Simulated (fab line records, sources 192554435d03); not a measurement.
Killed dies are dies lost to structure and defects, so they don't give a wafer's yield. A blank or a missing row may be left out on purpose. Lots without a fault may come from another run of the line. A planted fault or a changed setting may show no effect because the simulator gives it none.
Which tool did it? | flow n5_finfet | 9 lots, 27 wafers sampled, at 5 steps of a route of 1938

WHAT THE GAUGES READ, wafer by wafer
N5_BEOL_M4_OVL_MEAS_29. Usual: V3_OVL 0.0 nm, standard deviation 0.67.
lot  | measured     | on         | V3_OVL (nm)    | flag
L606 | day 8 04:04  | overlay-02 | -0.6 0.1 0.1   |
L609 | day 8 12:24  | overlay-02 | -0.5 -1.0 -0.4 |
L615 | day 9 21:38  | overlay-02 | -0.6 -0.4 -0.1 |
L624 | day 12 13:08 | overlay-01 | -0.4 0.6 0.7   |
L625 | day 12 17:44 | overlay-02 | 0.1 -0.2 0.4   |
L622 | day 13 00:19 | overlay-02 | -0.1 0.5 0.5   |
L626 | day 13 00:36 | overlay-01 | 1.8 -0.4 0.4   |
L627 | day 13 04:52 | overlay-01 | 0.0 0.8 0.4    |
L628 | day 13 15:19 | overlay-02 | 0.7 0.5 0.3    |

N5_BEOL_M4_RC_MEAS_101. Usual: DIBL_N 37.2 mV/V, standard deviation 1.9; DIBL_P 37.3 mV/V, standard deviation 2.2; IOFF_N 0.18 nA/um, standard deviation 0.038; IOFF_P 0.22 nA/um, standard deviation 0.039; ION_N 678 uA/um, standard deviation 11; ION_P 462 uA/um, standard deviation 6.9; SS_N 71.8 mV/dec, standard deviation 0.68; SS_P 73.5 mV/dec, standard deviation 0.65; VT_N 249 mV, standard deviation 3.4; VT_P -250 mV, standard deviation 3.2.
lot  | measured     | on        | DIBL_N (mV/V)  | DIBL_P (mV/V)  | IOFF_N (nA/um) | IOFF_P (nA/um) | ION_N (uA/um) | ION_P (uA/um) | SS_N (mV/dec)  | SS_P (mV/dec)  | VT_N (mV)   | VT_P (mV)      | flag
L606 | day 8 11:19  | prober-02 | 35.0 38.2 34.7 | 34.6 37.9 35.4 | 0.13 0.20 0.14 | 0.15 0.20 0.17 | 660 669 677   | 449 449 458   | 71.1 71.7 71.3 | 72.9 72.7 73.3 | 250 247 250 | -255 -252 -252 |
L609 | day 9 01:04  | prober-01 | 40.0 39.1 39.4 | 41.2 40.7 40.5 | 0.26 0.24 0.25 | 0.27 0.27 0.26 | 691 691 693   | 465 464 459   | 73.4 72.2 71.5 | 74.2 73.8 74.7 | 246 245 247 | -250 -249 -249 |
L615 | day 10 08:14 | prober-02 | 39.2 37.5 38.4 | 39.2 37.9 38.4 | 0.21 0.18 0.19 | 0.23 0.21 0.23 | 699 675 681   | 465 460 456   | 71.7 71.3 72.1 | 73.5 73.6 73.5 | 245 246 246 | -249 -250 -252 |
L624 | day 13 03:50 | prober-01 | 37.6 37.7 37.3 | 35.7 35.5 36.3 | 0.16 0.17 0.16 | 0.21 0.21 0.24 | 677 670 677   | 463 457 464   | 71.9 72.4 72.1 | 73.2 73.9 73.7 | 249 247 248 | -249 -250 -250 |
L625 | day 13 04:33 | prober-02 | 36.8 36.7 37.4 | 35.1 36.2 36.5 | 0.17 0.17 0.21 | 0.22 0.24 0.25 | 677 682 691   | 458 469 470   | 71.2 72.7 72.2 | 73.7 73.2 73.4 | 248 248 244 | -248 -248 -245 |
L622 | day 13 12:16 | prober-01 | 40.8 36.7 35.3 | 40.5 35.5 34.4 | 0.26 0.16 0.14 | 0.34 0.23 0.20 | 694 684 660   | 478 477 464   | 73.6 71.6 71.1 | 74.5 73.7 73.4 | 240 246 250 | -242 -247 -249 |
L626 | day 13 12:39 | prober-02 | 36.7 37.6 36.4 | 38.0 39.6 37.7 | 0.19 0.22 0.18 | 0.22 0.26 0.22 | 684 690 685   | 462 462 462   | 71.4 72.2 72.3 | 73.8 73.6 73.1 | 247 247 248 | -250 -249 -250 |
L627 | day 13 13:22 | prober-01 | 37.2 37.0 35.9 | 40.0 39.2 37.1 | 0.18 0.17 0.14 | 0.22 0.20 0.17 | 668 673 655   | 452 461 445   | 72.0 72.1 72.4 | 74.4 73.6 73.8 | 250 250 254 | -251 -255 -255 |
L628 | day 13 22:26 | prober-02 | 35.6 33.3 37.0 | 36.9 32.9 37.7 | 0.16 0.11 0.18 | 0.19 0.15 0.22 | 669 655 678   | 460 453 459   | 71.8 71.8 72.6 | 73.2 73.2 73.6 | 251 257 248 | -253 -255 -250 |

WHICH TOOL RAN EACH LOT (tool, then ch and the chambers of the sampled wafers, then the start)
lot  | N5_BEOL_M4_DESCUM_16               | N5_BEOL_M4_ETCH_77                 | N5_BEOL_M4_ETCH_70
L606 | rie_diel-03 ch 0,1,3, day 8 03:16  | rie_diel-03 ch 2,3, day 8 04:11    | rie_diel-04 ch 0,1, day 8 04:37
L609 | rie_diel-02 ch 0,3, day 8 11:35    | rie_diel-02 ch 0,1,3, day 8 12:31  | rie_diel-02 ch 0,2, day 8 20:20
L615 | rie_diel-04 ch 1,3, day 9 20:40    | rie_diel-02 ch 0,1,3, day 9 21:47  | rie_diel-03 ch 1,2, day 10 03:25
L624 | rie_diel-02 ch 0,2,3, day 12 12:13 | rie_diel-02 ch 0,2, day 12 13:17   | rie_diel-04 ch 0,3, day 12 22:05
L625 | rie_diel-03 ch 0,1,3, day 12 16:56 | rie_diel-04 ch 0,1,3, day 12 18:07 | rie_diel-03 ch 0,1,3, day 12 22:01
L622 | rie_diel-04 ch 1,2,3, day 12 23:32 | rie_diel-04 ch 0,2,3, day 13 00:28 | rie_diel-03 ch 0,2,3, day 13 06:43
L626 | rie_diel-02 ch 0,2,3, day 12 23:41 | rie_diel-02 ch 0,2,3, day 13 00:45 | rie_diel-04 ch 0,1,2, day 13 07:01
L627 | rie_diel-04 ch 0,1,2, day 13 04:04 | rie_diel-04 ch 1,2,3, day 13 04:59 | rie_diel-02 ch 2,3, day 13 07:05
L628 | rie_diel-02 ch 0,1,2, day 13 14:31 | rie_diel-04 ch 0,2,3, day 13 15:26 | rie_diel-04 ch 0,1,3, day 13 17:28
- N5_BEOL_M4_DESCUM_16: chemistry O2, time 7 s.
- N5_BEOL_M4_ETCH_77: etches underlayer in N2/H2, target depth 6.5 nm, time 5.2 s.
- N5_BEOL_M4_ETCH_70: etches SOC in N2/H2, target depth 80 nm, overetch 24 nm, time 130 s.

WHAT THE TOOLS THEMSELVES READ (means of the sampled wafers that have a number; where no wafer has one, the mark that the record gives instead)
N5_BEOL_M4_DESCUM_16. Usual: drypump_motor_current_A 5.9 A, standard deviation 0.34; oes_product_au 0.79 a.u., standard deviation 0.087; rf_vpp_V 243.0 V, standard deviation 1.4; showerhead_plenum_p_Torr 2.08 Torr, standard deviation 0.071; throttle_valve_pct 20.31 %, standard deviation 0.19.
lot  | tool        | drypump_motor_current_A (A) | oes_product_au (a.u.) | rf_vpp_V (V) | showerhead_plenum_p_Torr (Torr) | throttle_valve_pct (%) | flag
L606 | rie_diel-03 | 6.2                         | 0.73                  | 242.9        | 2.02                            | 20.53                  |
L609 | rie_diel-02 | 6.0                         | 0.87                  | 242.7        | 2.06                            | 20.29                  |
L615 | rie_diel-04 | 5.9                         | 0.83                  | 243.2        | 2.05                            | 20.21                  |
L624 | rie_diel-02 | 5.9                         | 0.79                  | 242.1        | 2.10                            | 20.40                  |
L625 | rie_diel-03 | 6.2                         | 0.81                  | 242.2        | 2.01                            | 20.46                  |
L622 | rie_diel-04 | 5.8                         | 0.88                  | 242.6        | 2.06                            | 20.27                  |
L626 | rie_diel-02 | 5.9                         | 0.79                  | 243.3        | 2.10                            | 20.41                  |
L627 | rie_diel-04 | 6.1                         | 0.87                  | 242.6        | 2.09                            | 20.10                  |
L628 | rie_diel-02 | 6.1                         | 0.82                  | 242.9        | 2.07                            | 20.25                  |

N5_BEOL_M4_ETCH_77. Usual: drypump_motor_current_A 5.9 A, standard deviation 0.38; etch_rf_on_time_s 5.21 s, standard deviation 0.1; oes_product_au 0.67 a.u., standard deviation 0.067; rf_fwd_power_W 819.3 W, standard deviation 2.3; rf_vpp_V 523.5 V, standard deviation 2.7; showerhead_plenum_p_Torr 2.53 Torr, standard deviation 0.087; throttle_valve_pct 17.83 %, standard deviation 0.2.
lot  | tool        | drypump_motor_current_A (A) | etch_rf_on_time_s (s) | oes_product_au (a.u.) | rf_fwd_power_W (W) | rf_vpp_V (V) | showerhead_plenum_p_Torr (Torr) | throttle_valve_pct (%) | flag
L606 | rie_diel-03 | 5.8                         | 5.23                  | 0.63                  | 817.9              | 521.8        | 2.46                            | 17.96                  |
L609 | rie_diel-02 | 6.0                         | 5.25                  | 0.69                  | 818.3              | 524.2        | 2.52                            | 17.77                  |
L615 | rie_diel-02 | 6.0                         | 5.20                  | 0.68                  | 819.2              | 523.8        | 2.52                            | 17.79                  |
L624 | rie_diel-02 | 6.2                         | 5.18                  | 0.67                  | 818.1              | 523.4        | 2.50                            | 17.86                  |
L625 | rie_diel-04 | 5.7                         | 5.17                  | 0.71                  | 817.8              | 524.8        | 2.58                            | 17.70                  |
L622 | rie_diel-04 | 5.7                         | 5.15                  | 0.76                  | 819.7              | 525.7        | 2.60                            | 17.78                  |
L626 | rie_diel-02 | 5.9                         | 5.28                  | 0.67                  | 819.0              | 523.8        | 2.55                            | 17.88                  |
L627 | rie_diel-04 | 5.8                         | 5.24                  | 0.73                  | 820.7              | 522.9        | 2.51                            | 17.76                  |
L628 | rie_diel-04 | 5.7                         | 5.13                  | 0.75                  | 819.2              | 525.2        | 2.59                            | 17.79                  |

N5_BEOL_M4_ETCH_70. Usual: drypump_motor_current_A 5.9 A, standard deviation 0.37; oes_product_au 0.58 a.u., standard deviation 0.061; rf_fwd_power_W 835 W, standard deviation 3.4; rf_vpp_V 523.5 V, standard deviation 2.5; showerhead_plenum_p_Torr 2.52 Torr, standard deviation 0.088; throttle_valve_pct 17.79 %, standard deviation 0.19.
lot  | tool        | drypump_motor_current_A (A) | oes_product_au (a.u.) | rf_fwd_power_W (W) | rf_vpp_V (V) | showerhead_plenum_p_Torr (Torr) | throttle_valve_pct (%) | flag
L606 | rie_diel-04 | 6.0                         | 0.67                  | 836                | 525.7        | 2.63                            | 17.40                  |
L609 | rie_diel-02 | 6.2                         | 0.59                  | 836                | 522.5        | 2.52                            | 17.77                  |
L615 | rie_diel-03 | 6.0                         | 0.54                  | 765                | 540.1        | 2.54                            | 17.87                  | OFF
L624 | rie_diel-04 | 5.4                         | 0.62                  | 832                | 525.5        | 2.62                            | 17.87                  |
L625 | rie_diel-03 | 6.2                         | 0.59                  | 836                | 521.4        | 2.44                            | 17.82                  |
L622 | rie_diel-03 | 5.9                         | 0.53                  | 837                | 521.9        | 2.45                            | 17.90                  |
L626 | rie_diel-04 | 6.1                         | 0.64                  | 837                | 524.5        | 2.55                            | 17.51                  |
L627 | rie_diel-02 | 5.8                         | 0.56                  | 840                | 526.0        | 2.61                            | 17.88                  |
L628 | rie_diel-04 | 5.7                         | 0.60                  | 835                | 525.2        | 2.57                            | 17.68                  |

THE ANSWER, worked out from the rows above alone
Rule: a lot is off if the mean of its wafers that have a number lies more than 3 standard deviations from the usual mean. A lot without any number at a reading at which 4 lots or more have one is off too. The other lots that the step has rows for count as sound. The gauges are gone through in route order, then the tools' own readings, and for those a lot's mean is taken as printed above. The first step at which some lot is off is used, and at that step the reading that is off furthest; a lot without a number counts as furthest.
Off: L615, at N5_BEOL_M4_ETCH_70 (rf_fwd_power_W).
A tool fits if, at that step or a process step before it, it ran every lot that is off, and no sound lot after the first of them. None of those tried fits.

WHAT THE SIMULATOR HAD PUT IN
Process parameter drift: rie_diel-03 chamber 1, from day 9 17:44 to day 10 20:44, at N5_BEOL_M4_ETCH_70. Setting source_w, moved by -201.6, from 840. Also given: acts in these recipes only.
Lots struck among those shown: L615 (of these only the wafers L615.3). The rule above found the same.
